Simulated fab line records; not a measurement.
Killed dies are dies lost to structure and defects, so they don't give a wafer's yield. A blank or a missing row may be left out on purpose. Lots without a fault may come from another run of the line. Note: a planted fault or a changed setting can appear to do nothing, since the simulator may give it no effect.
The tool behind it: which one? + flow nand-harc + 36 wafers from 12 lots sampled at 2 of the route's 1159 steps

## WHAT THE GAUGES SHOWED, per wafer
NHARC_P_M0_CD_MEAS_16.
| lot  | measured     | on        | cd-nm (nm)     |
|------|--------------|-----------|----------------|
| L074 | day 6 05:36  | cd-sem-01 | 90.3 87.3 89.4 |
| L076 | day 6 13:38  | cd-sem-03 | 88.7 88.6 88.8 |
| L079 | day 6 20:10  | cd-sem-03 | 88.8 90.9 89.4 |
| L081 | day 7 18:23  | cd-sem-03 | 91.8 90.7 90.3 |
| L083 | day 8 02:59  | cd-sem-02 | 89.3 89.6 87.6 |
| L086 | day 8 23:14  | cd-sem-01 | 90.7 88.7 88.5 |
| L089 | day 9 02:02  | cd-sem-03 | 89.3 89.4 90.0 |
| L088 | day 9 10:41  | cd-sem-03 | 88.6 90.1 90.4 |
| L091 | day 10 02:50 | cd-sem-01 | 90.4 89.2 90.0 |
| L093 | day 10 13:28 | cd-sem-01 | 90.6 90.8 90.4 |
| L095 | day 11 00:26 | cd-sem-03 | 89.6 91.1 91.4 |
| L097 | day 11 13:41 | cd-sem-01 | 89.5 89.3 87.7 |

## WHAT TOOL EACH LOT RAN ON (gives the tool, then ch and the chambers of the sampled wafers, and finally the start)
| lot  | NHARC_P_M0_ETCH_34                 |
|------|------------------------------------|
| L074 | rie-diel-07 ch 1,2,3, day 6 05:23  |
| L076 | rie-diel-04 ch 0,1,3, day 6 13:25  |
| L079 | rie-diel-09 ch 1,3, day 6 19:58    |
| L081 | rie-diel-04 ch 0,1,3, day 7 18:10  |
| L083 | rie-diel-07 ch 0,2,3, day 8 02:47  |
| L086 | rie-diel-04 ch 0,2,3, day 8 23:02  |
| L089 | rie-diel-04 ch 0,1,2, day 9 01:50  |
| L088 | rie-diel-09 ch 1,3, day 9 10:26    |
| L091 | rie-diel-07 ch 1,2,3, day 10 02:37 |
| L093 | rie-diel-04 ch 1,2,3, day 10 13:14 |
| L095 | rie-diel-04 ch 0,1,3, day 11 00:14 |
| L097 | rie-diel-09 ch 0,1,2, day 11 13:29 |
- NHARC_P_M0_ETCH_34: etches the open film in N2/H2, target depth 40 nm, overetch 12 nm, time 43.94 s.

## THE ANSWER, worked out from the rows above alone
Rule: usual is defined by the lots themselves. The widest of any qualifying gaps counts: lots, ordered by their means at a reading, are off when they make up no more than a third of the lots, leave a main group of 4 or more, and stand apart from it by 3 or more times the standard deviation of that group's means. Not used: any main group whose means are identical at the precision the tables above print for the reading. Also off: a lot with no number at a reading for which 4 or more lots have one. Any other lot the step has rows for is counted as sound.
No lot is off on any of the readings shown, so nothing can be concluded from this.

## WHAT HAD BEEN PUT IN BY THE SIMULATOR
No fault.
